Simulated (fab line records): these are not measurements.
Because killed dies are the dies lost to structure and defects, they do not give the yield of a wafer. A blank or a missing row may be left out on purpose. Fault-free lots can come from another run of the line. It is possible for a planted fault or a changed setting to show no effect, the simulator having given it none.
Lot-split experiment | flow n5 finfet | 21 wafers read from 7 lots, route of 1938 steps

== THE SPLIT ITSELF ==
At N5_BEOL_M7_COAT_71 (time 60 s, resist thk 5 nm), the setting spin rpm was moved away from the recipe's 1500 rpm on 6 of the 21 wafers read, by -10.0% to +4.8%. For the rest of the wafers, this setting stayed at what the recipe calls for.

== FROM THE SPLIT TO THE READING: what the file shows between them, 4 steps ==
- N5_BEOL_M7_EXPOSE_25: exposes mask V6, target cd 40 nm (also split here: dose mj)
- N5_BEOL_M7_PEB_26: peb time 60 s
- N5_BEOL_M7_DEVELOP_27: develop time 30 s
- N5_BEOL_M7_DESCUM_33: chemistry O2, time 7 s

== THE READING ==
etch.depth nm (the simulator's own value, which no gauge read), in nm, at N5_BEOL_M7_ETCH_72 (etches underlayer in N2/H2, target depth 6.5 nm, time 5.2 s). The file gives no usual value for it. Here, 15 wafers ran the recipe; their average is 4.998 nm with a standard deviation of 0.0069 nm.

wafer  | tool, chamber at the split | spin rpm as run, rpm | against the recipe | etch.depth nm, nm | against lot-mates on the recipe
L079.1 | litho track-05, 0          | 1500                 | recipe             | 5.002             | -
L079.3 | litho track-05, 0          | 1350                 | -10.0%             | 5.266             | +0.264
L079.5 | litho track-05, 0          | 1350                 | -10.0%             | 5.261             | +0.259
L082.1 | litho track-02, 0          | 1358                 | -9.5%              | 5.261             | no lot-mate on the recipe
L082.2 | litho track-02, 0          | 1358                 | -9.5%              | 5.264             | no lot-mate on the recipe
L082.4 | litho track-02, 0          | 1358                 | -9.5%              | 5.262             | no lot-mate on the recipe
L083.1 | litho track-01, 0          | 1500                 | recipe             | 4.997             | -
L083.3 | litho track-01, 0          | 1500                 | recipe             | 4.992             | -
L083.6 | litho track-01, 0          | 1500                 | recipe             | 4.984             | -
L089.3 | litho track-05, 0          | 1500                 | recipe             | 5.006             | -
L089.5 | litho track-05, 0          | 1500                 | recipe             | 5.007             | -
L089.6 | litho track-05, 0          | 1572                 | +4.8%              | 4.898             | -0.109
L090.2 | litho track-05, 0          | 1500                 | recipe             | 4.999             | -
L090.3 | litho track-05, 0          | 1500                 | recipe             | 5.005             | -
L090.4 | litho track-05, 0          | 1500                 | recipe             | 5.001             | -
L094.2 | litho track-01, 0          | 1500                 | recipe             | 5.006             | -
L094.3 | litho track-01, 0          | 1500                 | recipe             | 4.986             | -
L094.5 | litho track-01, 0          | 1500                 | recipe             | 4.994             | -
L095.1 | litho track-02, 0          | 1500                 | recipe             | 4.993             | -
L095.3 | litho track-02, 0          | 1500                 | recipe             | 4.994             | -
L095.4 | litho track-02, 0          | 1500                 | recipe             | 4.997             | -

FIT RESULTS
A straight line over all 21 wafers: etch.depth nm changes by -0.0268 nm for each +1% of spin rpm; r = -1.00; the points scatter about the line by 0.0097 nm.
The same after taking each lot's own level away (the mean of its wafers on the recipe; 18 wafers): -0.0257 nm for each +1%; r = -1.00; scatter 0.0059 nm.
According to that fit, moving spin rpm by its largest amount changes the reading by 0.26 nm.
Across the lots, their own levels run from 4.9910 to 5.0065 nm, a range of 2.2 times the standard deviation given above.
The two slopes are in agreement: the lot-to-lot level therefore moves the slope only a little.
Check: for one of the wafers moved furthest among these (-10.0%), held out of the fit, the line's prediction against its lot-mates is +0.253 nm. It came out at +0.264 nm against them.

== OTHER SPLITS ON THESE WAFERS ==
Other splits were also applied to these wafers ahead of the reading. Each is held against what the fit with the lots' levels taken away leaves over:
other split on the same wafers   | wafers away from the commonest value | r with etch.depth nm (lot level and that fit taken away)
N5_BEOL_M6_ETCH_66 bias w        | 4                                    | +0.00
N5_BEOL_M6_TRENCH_ETCH_37 time s | 7                                    | +0.14
N5_BEOL_M7_EXPOSE_25 dose mj     | 5                                    | -0.27

== FILE'S OWN FIT ==
etch.depth nm changes by -0.0255 nm for each +1% of spin rpm, r = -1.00.
